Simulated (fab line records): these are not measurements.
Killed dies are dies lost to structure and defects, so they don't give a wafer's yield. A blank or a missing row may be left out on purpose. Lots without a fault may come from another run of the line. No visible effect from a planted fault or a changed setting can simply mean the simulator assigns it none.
Chamber matching / flow nand-harc / NHARC_A_CHANNEL_HOLE_D2_ETCH_44 on rie-diel-06: 4 sister chambers
The step etches the open film in CF4/O2, target depth 140 nm, overetch 14 nm, time 77 s. 18 wafers are shown with their chamber, then 9 later ones without.

EACH WAFER AND ITS CHAMBER
wafer=L076.1; chamber=2; showerhead-plenum-p-Torr (Torr)=1.25; drypump-motor-current-A (A)=6.4; rf-vpp-V (V)=196.4
wafer=L076.4; chamber=1; showerhead-plenum-p-Torr (Torr)=1.34; drypump-motor-current-A (A)=5.8; rf-vpp-V (V)=197.9
wafer=L076.5; chamber=3; showerhead-plenum-p-Torr (Torr)=1.44; drypump-motor-current-A (A)=4.8; rf-vpp-V (V)=199.4
wafer=L077.2; chamber=2; showerhead-plenum-p-Torr (Torr)=1.25; drypump-motor-current-A (A)=6.4; rf-vpp-V (V)=196.3
wafer=L077.4; chamber=0; showerhead-plenum-p-Torr (Torr)=1.34; drypump-motor-current-A (A)=6.1; rf-vpp-V (V)=198.6
wafer=L077.6; chamber=0; showerhead-plenum-p-Torr (Torr)=1.35; drypump-motor-current-A (A)=6.1; rf-vpp-V (V)=198.8
wafer=L078.1; chamber=3; showerhead-plenum-p-Torr (Torr)=1.44; drypump-motor-current-A (A)=4.9; rf-vpp-V (V)=200.3
wafer=L078.2; chamber=2; showerhead-plenum-p-Torr (Torr)=1.25; drypump-motor-current-A (A)=6.4; rf-vpp-V (V)=195.4
wafer=L078.3; chamber=1; showerhead-plenum-p-Torr (Torr)=1.34; drypump-motor-current-A (A)=5.8; rf-vpp-V (V)=197.3
wafer=L086.1; chamber=2; showerhead-plenum-p-Torr (Torr)=1.25; drypump-motor-current-A (A)=6.4; rf-vpp-V (V)=195.3
wafer=L086.2; chamber=3; showerhead-plenum-p-Torr (Torr)=1.43; drypump-motor-current-A (A)=4.9; rf-vpp-V (V)=200.2
wafer=L086.5; chamber=3; showerhead-plenum-p-Torr (Torr)=1.43; drypump-motor-current-A (A)=4.8; rf-vpp-V (V)=200.5
wafer=L089.1; chamber=2; showerhead-plenum-p-Torr (Torr)=1.25; drypump-motor-current-A (A)=6.4; rf-vpp-V (V)=197.1
wafer=L089.2; chamber=3; showerhead-plenum-p-Torr (Torr)=1.43; drypump-motor-current-A (A)=4.8; rf-vpp-V (V)=198.7
wafer=L089.6; chamber=1; showerhead-plenum-p-Torr (Torr)=1.34; drypump-motor-current-A (A)=5.8; rf-vpp-V (V)=196.9
wafer=L092.2; chamber=2; showerhead-plenum-p-Torr (Torr)=1.25; drypump-motor-current-A (A)=6.4; rf-vpp-V (V)=195.2
wafer=L092.3; chamber=0; showerhead-plenum-p-Torr (Torr)=1.34; drypump-motor-current-A (A)=6.0; rf-vpp-V (V)=198.6
wafer=L092.4; chamber=3; showerhead-plenum-p-Torr (Torr)=1.43; drypump-motor-current-A (A)=4.9; rf-vpp-V (V)=201.3

SIGNATURES, as means of the wafers listed above
reading=showerhead-plenum-p-Torr; chamber 0=1.3433; chamber 1=1.3400; chamber 2=1.2500; chamber 3=1.4333; scatter within a chamber=0.00378
reading=drypump-motor-current-A; chamber 0=6.067; chamber 1=5.800; chamber 2=6.400; chamber 3=4.850; scatter within a chamber=0.0393
reading=rf-vpp-V; chamber 0=198.667; chamber 1=197.367; chamber 2=195.950; chamber 3=200.067; scatter within a chamber=0.735
Rule: for each reading, subtract the chamber's mean from the wafer's reading, divide by that reading's scatter and square the result; add these up over the readings and take the root, which gives the wafer's distance from the chamber. The wafer belongs to the nearest chamber; if the next one is less than 2 further off, it can't be placed. The scatter: take each reading less its chamber's mean, square it, sum over the shown wafers, divide by the number of wafers less the number of chambers, and take the root.

WAFERS WITH NO CHAMBER GIVEN
wafer=L095.1; showerhead-plenum-p-Torr (Torr)=1.34; drypump-motor-current-A (A)=6.1; rf-vpp-V (V)=197.8
wafer=L095.2; showerhead-plenum-p-Torr (Torr)=1.25; drypump-motor-current-A (A)=6.4; rf-vpp-V (V)=195.7
wafer=L095.5; showerhead-plenum-p-Torr (Torr)=1.25; drypump-motor-current-A (A)=6.4; rf-vpp-V (V)=195.5
wafer=L096.1; showerhead-plenum-p-Torr (Torr)=1.34; drypump-motor-current-A (A)=5.8; rf-vpp-V (V)=198.9
wafer=L096.2; showerhead-plenum-p-Torr (Torr)=1.34; drypump-motor-current-A (A)=6.0; rf-vpp-V (V)=198.2
wafer=L096.5; showerhead-plenum-p-Torr (Torr)=1.34; drypump-motor-current-A (A)=5.8; rf-vpp-V (V)=198.0
wafer=L097.2; showerhead-plenum-p-Torr (Torr)=1.43; drypump-motor-current-A (A)=4.8; rf-vpp-V (V)=200.3
wafer=L097.3; showerhead-plenum-p-Torr (Torr)=1.25; drypump-motor-current-A (A)=6.4; rf-vpp-V (V)=196.5
wafer=L097.4; showerhead-plenum-p-Torr (Torr)=1.34; drypump-motor-current-A (A)=6.1; rf-vpp-V (V)=197.5

THE CHAMBER EACH PASSED THROUGH
wafer=L095.1; from the rows above=0; in truth=0
wafer=L095.2; from the rows above=2; in truth=2
wafer=L095.5; from the rows above=2; in truth=2
wafer=L096.1; from the rows above=1; in truth=1
wafer=L096.2; from the rows above=0; in truth=0
wafer=L096.5; from the rows above=1; in truth=1
wafer=L097.2; from the rows above=3; in truth=3
wafer=L097.3; from the rows above=2; in truth=2
wafer=L097.4; from the rows above=0; in truth=0
Correctly placed: 9 of 9. Left unplaced by these rows: 0. Wrongly placed: 0.
